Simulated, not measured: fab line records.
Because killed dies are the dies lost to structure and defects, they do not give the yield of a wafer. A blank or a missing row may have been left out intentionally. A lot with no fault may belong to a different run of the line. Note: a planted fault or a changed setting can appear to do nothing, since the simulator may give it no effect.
Which tool is to blame? ; flow n5-finfet ; 21 lots, 63 wafers sampled, at 6 steps of a route of 1938

WHAT EACH GAUGE READ, for each wafer
N5_BEOL_M8_OVL_MEAS_29. Usual: for V7_OVL the level is 0.7 nm and the standard deviation is 0.6.
lot;measured;on;V7_OVL (nm);flag
L074;day 9 05:14;overlay-02;1.2 0.9 0.4;
L076;day 9 07:13;overlay-01;-0.3 -0.2 -0.6;
L075;day 9 13:53;overlay-02;0.2 0.3 -0.1;
L078;day 10 09:26;overlay-02;0.0 1.4 0.8;
L077;day 10 15:40;overlay-02;1.1 0.9 0.9;
L079;day 10 18:20;overlay-02;-0.5 0.3 1.5;
L080;day 11 09:41;overlay-02;1.8 0.8 1.1;
L083;day 11 11:49;overlay-01;0.7 0.7 1.1;
L081;day 11 11:59;overlay-02;0.8 0.6 0.7;
L082;day 11 17:21;overlay-01;-0.1 -0.1 0.4;
L085;day 12 01:34;overlay-02;1.6 0.7 0.6;
L084;day 12 01:45;overlay-02;1.1 0.6 0.1;
L086;day 12 16:05;overlay-02;0.1 0.8 0.4;
L088;day 12 20:40;overlay-02;1.5 1.5 1.0;
L087;day 13 04:08;overlay-02;1.2 0.6 0.0;
L090;day 13 10:09;overlay-02;1.6 1.5 1.0;
L089;day 13 10:21;overlay-02;0.3 0.8 2.3;
L091;day 13 16:36;overlay-02;1.6 1.0 1.1;
L094;day 14 13:34;overlay-02;1.0 1.0 1.2;
L097;day 15 03:55;overlay-02;1.2 0.6 1.4;
L096;day 15 06:08;overlay-02;1.1 1.3 0.9;

N5_BEOL_M9_OVL_MEAS_12. Usual: for M9_OVL the level is 0.1 nm and the standard deviation is 0.78.
lot;measured;on;M9_OVL (nm);flag
L074;day 9 11:45;overlay-02;-0.1 -0.4 -0.5;
L076;day 9 13:27;overlay-02;-0.7 0.3 -1.1;
L075;day 9 18:54;overlay-01;0.7 1.0 1.5;
L078;day 10 16:11;overlay-02;0.0 -1.2 0.5;
L077;day 10 23:38;overlay-01;-0.6 0.5 0.4;
L079;day 11 02:05;overlay-02;0.0 0.1 -0.3;
L080;day 11 14:11;overlay-02;0.6 0.7 -0.3;
L083;day 11 18:43;overlay-02;0.8 1.3 1.3;
L081;day 11 18:55;overlay-01;-1.5 0.1 -0.1;
L082;day 11 23:28;overlay-02;-1.2 -0.2 -0.4;
L085;day 12 07:09;overlay-02;0.3 -0.8 0.3;
L084;day 12 11:37;overlay-02;0.1 -0.4 0.0;
L086;day 12 22:15;overlay-01;1.1 0.4 1.4;
L088;day 13 02:13;overlay-02;0.9 0.6 0.9;
L087;day 13 11:08;overlay-01;-0.3 0.0 0.8;
L090;day 13 14:49;overlay-01;0.2 0.2 -0.2;
L089;day 13 17:44;overlay-02;-0.2 -0.4 -0.4;
L091;day 13 21:19;overlay-02;-1.5 -1.6 -1.2;
L094;day 14 19:32;overlay-02;-0.6 0.6 0.7;
L097;day 15 08:29;overlay-02;2.2 1.9 2.4;
L096;day 15 11:29;overlay-02;0.8 0.3 0.1;

WHICH TOOL RAN EACH LOT (tool, then ch and the chambers of the sampled wafers, then the start)
lot;N5_BEOL_M8_DESCUM_16;N5_BEOL_M8_STRIP_67;N5_BEOL_M8_ETCH_72;N5_BEOL_M8_STRIP_80
L074;rie-diel-06 ch 0,3, day 9 03:28;rie-diel-06 ch 0,3, day 9 03:43;rie-diel-04 ch 0,2,3, day 9 05:35;rie-diel-04 ch 0,2,3, day 9 11:45 or earlier
L076;rie-diel-06 ch 2,3, day 9 06:23;rie-diel-06 ch 2,3, day 9 06:38;rie-diel-04 ch 2,3, day 9 07:23;rie-diel-04 ch 2,3, day 9 13:27 or earlier
L075;rie-diel-01 ch 1,3, day 9 11:46;rie-diel-01 ch 1,3, day 9 12:01;rie-diel-01 ch 0,3, day 9 14:01;rie-diel-01 ch 0,3, day 9 18:54 or earlier
L078;rie-diel-04 ch 2,3, day 10 07:55;rie-diel-04 ch 2,3, day 10 08:09;rie-diel-01 ch 0,1,3, day 10 09:34;rie-diel-01 ch 0,1,3, day 10 16:11 or earlier
L077;rie-diel-04 ch 1,2,3, day 10 14:43;rie-diel-04 ch 1,2,3, day 10 14:56;rie-diel-04 ch 1,3, day 10 15:58;rie-diel-04 ch 1,3, day 10 23:38 or earlier
L079;rie-diel-01 ch 0,1,3, day 10 15:10;rie-diel-01 ch 0,1,3, day 10 15:25;rie-diel-06 ch 2,3, day 10 18:46;rie-diel-06 ch 2,3, day 11 02:05 or earlier
L080;rie-diel-04 ch 1,2,3, day 11 08:37;rie-diel-04 ch 1,2,3, day 11 08:51;rie-diel-01 ch 0,3, day 11 09:48;rie-diel-01 ch 0,3, day 11 14:11 or earlier
L083;rie-diel-04 ch 1,3, day 11 10:18;rie-diel-04 ch 1,3, day 11 10:32;rie-diel-01 ch 1,3, day 11 11:56;rie-diel-01 ch 1,3, day 11 18:43 or earlier
L081;rie-diel-01 ch 0,1,3, day 11 10:22;rie-diel-01 ch 0,1,3, day 11 10:36;rie-diel-01 ch 0,1, day 11 12:20;rie-diel-01 ch 0,1, day 11 18:55 or earlier
L082;rie-diel-01 ch 1,2,3, day 11 13:22;rie-diel-01 ch 1,2,3, day 11 13:35;rie-diel-01 ch 0,3, day 11 17:29;rie-diel-01 ch 0,3, day 11 23:28 or earlier
L085;rie-diel-01 ch 1,3, day 11 22:40;rie-diel-01 ch 1,3, day 11 22:54;rie-diel-01 ch 0,3, day 12 01:50;rie-diel-01 ch 0,3, day 12 07:09 or earlier
L084;rie-diel-04 ch 1,3, day 11 23:35;rie-diel-04 ch 1,3, day 11 23:49;rie-diel-06 ch 0,2,3, day 12 02:17;rie-diel-06 ch 0,2,3, day 12 11:37 or earlier
L086;rie-diel-06 ch 0,3, day 12 11:44;rie-diel-06 ch 0,3, day 12 11:59;rie-diel-01 ch 0,1, day 12 16:13;rie-diel-01 ch 0,1, day 12 22:15 or earlier
L088;rie-diel-01 ch 1,3, day 12 17:29;rie-diel-01 ch 1,3, day 12 17:43;rie-diel-04 ch 1,2, day 12 20:47;rie-diel-04 ch 1,2, day 13 02:13 or earlier
L087;rie-diel-06 ch 0,2, day 13 02:23;rie-diel-06 ch 0,2, day 13 02:37;rie-diel-01 ch 0,2, day 13 04:16;rie-diel-01 ch 0,2, day 13 11:08 or earlier
L090;rie-diel-01 ch 2,3, day 13 08:09;rie-diel-01 ch 2,3, day 13 08:23;rie-diel-06 ch 1,2, day 13 10:27;rie-diel-06 ch 1,2, day 13 14:49 or earlier
L089;rie-diel-06 ch 1,2,3, day 13 09:16;rie-diel-06 ch 1,2,3, day 13 09:30;rie-diel-01 ch 1,3, day 13 10:28;rie-diel-01 ch 1,3, day 13 17:44 or earlier
L091;rie-diel-06 ch 0,2,3, day 13 14:34;rie-diel-06 ch 0,2,3, day 13 14:47;rie-diel-01 ch 0,2,3, day 13 16:50;rie-diel-01 ch 0,2,3, day 13 21:19 or earlier
L094;rie-diel-06 ch 0,2,3, day 14 12:21;rie-diel-06 ch 0,2,3, day 14 12:35;rie-diel-04 ch 0,1,3, day 14 13:43;rie-diel-04 ch 0,1,3, day 14 19:32 or earlier
L097;rie-diel-06 ch 0,2,3, day 15 02:38;rie-diel-06 ch 0,2,3, day 15 02:52;rie-diel-01 ch 0,1,2, day 15 04:02;rie-diel-01 ch 0,1,2, day 15 08:29 or earlier
L096;rie-diel-04 ch 0,1,3, day 15 04:38;rie-diel-04 ch 0,1,3, day 15 04:52;rie-diel-04 ch 0,1,3, day 15 06:31;rie-diel-04 ch 0,1,3, day 15 11:29 or earlier
- N5_BEOL_M8_DESCUM_16: chemistry O2, time 7.9 s.
- N5_BEOL_M8_STRIP_67: strips in CF4.
- N5_BEOL_M8_ETCH_72: etches underlayer in N2/H2, target depth 6.5 nm, time 5.2 s.
- N5_BEOL_M8_STRIP_80: strips in N2/H2, time 10 s.

WHAT THE TOOLS THEMSELVES READ (means of the sampled wafers that have a number; where no wafer has one, the mark that the record gives instead)
N5_BEOL_M8_DESCUM_16. Usual: bias-power-w 20.01 W, standard deviation 0.063; drypump-motor-current-A 5.7 A, standard deviation 0.31; oes-product-au 0.80 a.u., standard deviation 0.069; rf-vpp-V 243.4 V, standard deviation 1.2; showerhead-plenum-p-Torr 2.10 Torr, standard deviation 0.056; throttle-valve-pct 20.36 %, standard deviation 0.29.
lot;tool;bias-power-w (W);drypump-motor-current-A (A);oes-product-au (a.u.);rf-vpp-V (V);showerhead-plenum-p-Torr (Torr);throttle-valve-pct (%);flag
L074;rie-diel-06;19.96;5.9;0.82;242.9;2.07;20.10;
L076;rie-diel-06;19.97;5.8;0.82;243.6;2.10;20.43;
L075;rie-diel-01;20.01;5.6;0.80;243.8;2.14;20.72;
L078;rie-diel-04;19.96;5.9;0.76;242.6;2.06;20.17;
L077;rie-diel-04;20.01;5.7;0.72;242.7;2.08;20.21;
L079;rie-diel-01;19.92;5.4;0.80;244.3;2.14;20.66;
L080;rie-diel-04;19.96;5.7;0.72;243.5;2.07;20.23;
L083;rie-diel-04;19.93;5.7;0.70;242.2;2.05;20.38;
L081;rie-diel-01;20.05;5.4;0.78;244.2;2.14;20.66;
L082;rie-diel-01;19.99;5.6;0.82;244.2;2.17;20.71;
L085;rie-diel-01;20.06;5.5;0.75;244.5;2.15;20.84;
L084;rie-diel-04;20.04;5.7;0.70;242.2;2.05;20.38;
L086;rie-diel-06;20.03;5.9;0.79;242.9;2.06;20.14;
L088;rie-diel-01;19.96;5.6;0.77;242.7;2.13;20.77;
L087;rie-diel-06;19.98;5.6;0.78;242.8;2.03;20.08;
L090;rie-diel-01;20.02;5.7;0.85;244.9;2.18;20.59;
L089;rie-diel-06;20.03;5.9;0.82;244.0;2.10;20.34;
L091;rie-diel-06;20.00;5.8;0.78;242.6;2.06;20.24;
L094;rie-diel-06;20.06;5.8;0.77;243.1;2.06;20.26;
L097;rie-diel-06;20.02;5.8;0.77;243.1;2.06;20.26;
L096;rie-diel-04;20.04;5.9;0.82;242.2;2.06;20.25;

N5_BEOL_M8_STRIP_67. Usual: bias-power-w 74.99 W, standard deviation 0.23; drypump-motor-current-A 5.7 A, standard deviation 0.31; oes-product-au 0.80 a.u., standard deviation 0.067; rf-vpp-V 271.4 V, standard deviation 1.3; showerhead-plenum-p-Torr 1.81 Torr, standard deviation 0.05; throttle-valve-pct 13.54 %, standard deviation 0.23.
lot;tool;bias-power-w (W);drypump-motor-current-A (A);oes-product-au (a.u.);rf-vpp-V (V);showerhead-plenum-p-Torr (Torr);throttle-valve-pct (%);flag
L074;rie-diel-06;74.90;5.9;0.82;271.2;1.78;13.32;
L076;rie-diel-06;74.89;5.8;0.81;271.3;1.81;13.64;
L075;rie-diel-01;75.16;5.5;0.80;272.3;1.83;13.76;
L078;rie-diel-04;75.04;5.9;0.76;270.4;1.76;13.36;
L077;rie-diel-04;74.96;5.7;0.72;271.5;1.78;13.47;
L079;rie-diel-01;75.05;5.4;0.80;271.8;1.84;13.74;
L080;rie-diel-04;75.18;5.7;0.72;270.6;1.78;13.50;
L083;rie-diel-04;74.95;5.6;0.72;270.4;1.76;13.55;
L081;rie-diel-01;74.93;5.4;0.78;272.0;1.84;13.75;
L082;rie-diel-01;75.05;5.7;0.82;272.9;1.86;13.78;
L085;rie-diel-01;75.00;5.6;0.74;271.1;1.84;13.93;
L084;rie-diel-04;74.96;5.7;0.71;271.8;1.76;13.55;
L086;rie-diel-06;75.00;5.9;0.79;270.5;1.77;13.39;
L088;rie-diel-01;74.98;5.5;0.77;271.7;1.82;13.84;
L087;rie-diel-06;74.72;5.6;0.79;269.8;1.76;13.45;
L090;rie-diel-01;74.98;5.7;0.86;272.9;1.87;13.65;
L089;rie-diel-06;74.99;5.9;0.82;270.8;1.81;13.58;
L091;rie-diel-06;74.99;5.7;0.78;270.6;1.78;13.52;
L094;rie-diel-06;75.15;5.7;0.78;271.3;1.78;13.54;
L097;rie-diel-06;74.71;5.7;0.77;271.1;1.78;13.56;
L096;rie-diel-04;74.93;5.9;0.83;271.2;1.76;13.30;

N5_BEOL_M8_ETCH_72. Usual: drypump-motor-current-A 5.7 A, standard deviation 0.34; etch-rf-on-time-s 5.19 s, standard deviation 0.19; h2-flow-sccm 200.1 sccm, standard deviation 0.61; oes-product-au 0.68 a.u., standard deviation 0.065; rf-vpp-V 524.8 V, standard deviation 2.4; showerhead-plenum-p-Torr 2.58 Torr, standard deviation 0.078; throttle-valve-pct 17.91 %, standard deviation 0.27.
lot;tool;drypump-motor-current-A (A);etch-rf-on-time-s (s);h2-flow-sccm (sccm);oes-product-au (a.u.);rf-vpp-V (V);showerhead-plenum-p-Torr (Torr);throttle-valve-pct (%);flag
L074;rie-diel-04;6.0;5.01;199.7;0.68;525.2;2.56;17.65;
L076;rie-diel-04;6.0;5.18;200.7;0.65;523.4;2.50;17.62;
L075;rie-diel-01;5.4;5.16;199.9;0.71;524.8;2.59;17.97;
L078;rie-diel-01;5.4;5.25;199.8;0.68;525.7;2.61;18.12;
L077;rie-diel-04;5.9;5.25;200.0;0.64;521.8;2.46;17.59;
L079;rie-diel-06;5.9;5.09;200.0;0.69;523.3;2.55;17.74;
L080;rie-diel-01;5.4;5.29;199.8;0.69;523.5;2.58;17.99;
L083;rie-diel-01;5.6;5.29;200.5;0.66;525.2;2.58;18.15;
L081;rie-diel-01;5.3;5.05;200.2;0.69;525.2;2.62;18.14;
L082;rie-diel-01;5.4;5.31;200.0;0.69;524.4;2.58;18.00;
L085;rie-diel-01;5.3;5.18;200.0;0.70;524.9;2.60;17.99;
L084;rie-diel-06;5.8;5.17;200.5;0.68;524.1;2.53;17.81;
L086;rie-diel-01;5.3;5.12;199.9;0.67;525.7;2.62;18.14;
L088;rie-diel-04;5.5;5.03;200.2;0.59;524.4;2.58;17.73;
L087;rie-diel-01;5.6;5.28;200.0;0.74;526.8;2.68;18.00;
L090;rie-diel-06;5.8;4.88;199.8;0.73;524.5;2.55;17.82;
L089;rie-diel-01;5.6;5.22;199.9;0.62;525.1;2.61;18.31;
L091;rie-diel-01;5.5;5.25;199.2;0.70;525.9;2.63;18.01;
L094;rie-diel-04;5.9;5.18;199.8;0.71;523.1;2.50;17.57;
L097;rie-diel-01;5.5;5.28;200.4;0.74;525.9;2.64;18.05;
L096;rie-diel-04;5.9;5.14;200.3;0.70;521.7;2.49;17.59;

N5_BEOL_M8_STRIP_80. Usual: bias-power-w 6.997 W, standard deviation 0.019; drypump-motor-current-A 5.7 A, standard deviation 0.34; h2-flow-sccm 200.0 sccm, standard deviation 0.57; oes-product-au 0.80 a.u., standard deviation 0.077; rf-vpp-V 59.2 V, standard deviation 0.9; showerhead-plenum-p-Torr 2.58 Torr, standard deviation 0.078; throttle-valve-pct 23.7 %, standard deviation 0.35.
lot;tool;bias-power-w (W);drypump-motor-current-A (A);h2-flow-sccm (sccm);oes-product-au (a.u.);rf-vpp-V (V);showerhead-plenum-p-Torr (Torr);throttle-valve-pct (%);flag
L074;rie-diel-04;6.972;5.9;199.9;0.78;59.5;2.55;23.5;
L076;rie-diel-04;6.996;6.0;200.2;0.76;58.9;2.50;23.4;
L075;rie-diel-01;6.987;5.4;200.5;0.85;59.7;2.59;23.8;
L078;rie-diel-01;6.995;5.4;200.5;0.80;59.2;2.60;24.0;
L077;rie-diel-04;7.004;5.9;199.4;0.74;59.2;2.46;23.3;
L079;rie-diel-06;6.985;5.9;199.8;0.80;59.0;2.55;23.5;
L080;rie-diel-01;7.007;5.4;199.8;0.81;59.4;2.58;23.8;
L083;rie-diel-01;6.988;5.5;199.7;0.77;59.2;2.58;24.0;
L081;rie-diel-01;7.008;5.3;199.4;0.79;58.9;2.62;24.1;
L082;rie-diel-01;6.993;5.4;200.2;0.81;60.6;2.58;23.8;
L085;rie-diel-01;6.992;5.3;200.0;0.82;59.3;2.59;23.9;
L084;rie-diel-06;6.992;5.8;200.4;0.79;58.2;2.52;23.6;
L086;rie-diel-01;6.998;5.3;199.7;0.78;59.4;2.61;24.1;
L088;rie-diel-04;7.008;5.5;200.4;0.68;59.7;2.58;23.4;
L087;rie-diel-01;7.001;5.6;200.0;0.87;59.1;2.68;23.9;
L090;rie-diel-06;6.993;5.8;199.9;0.83;60.3;2.55;23.6;
L089;rie-diel-01;6.987;5.6;199.9;0.74;58.8;2.60;24.2;
L091;rie-diel-01;6.983;5.5;199.4;0.83;58.3;2.62;23.9;
L094;rie-diel-04;6.983;5.9;199.9;0.83;58.2;2.49;23.3;
L097;rie-diel-01;7.018;5.5;199.4;0.88;59.7;2.64;24.0;
L096;rie-diel-04;7.003;5.9;199.9;0.82;59.4;2.49;23.4;

THE ANSWER, worked out from the rows above alone
Rule: take the mean of a lot's wafers that have a number; if it is more than 3 standard deviations from the usual mean, the lot is off. A lot without any number at a reading at which 4 lots or more have one is off too. Any other lot the step has rows for is counted as sound. After the gauges, taken in route order, come the tools' own readings; for these a lot's mean is taken, as printed above. At the first step where some lot is off, the reading lying furthest off is the one used; lots without a number count as furthest.
Nothing can be told from this: no lot is off at any reading shown.

WHAT THE SIMULATOR HAD PUT IN
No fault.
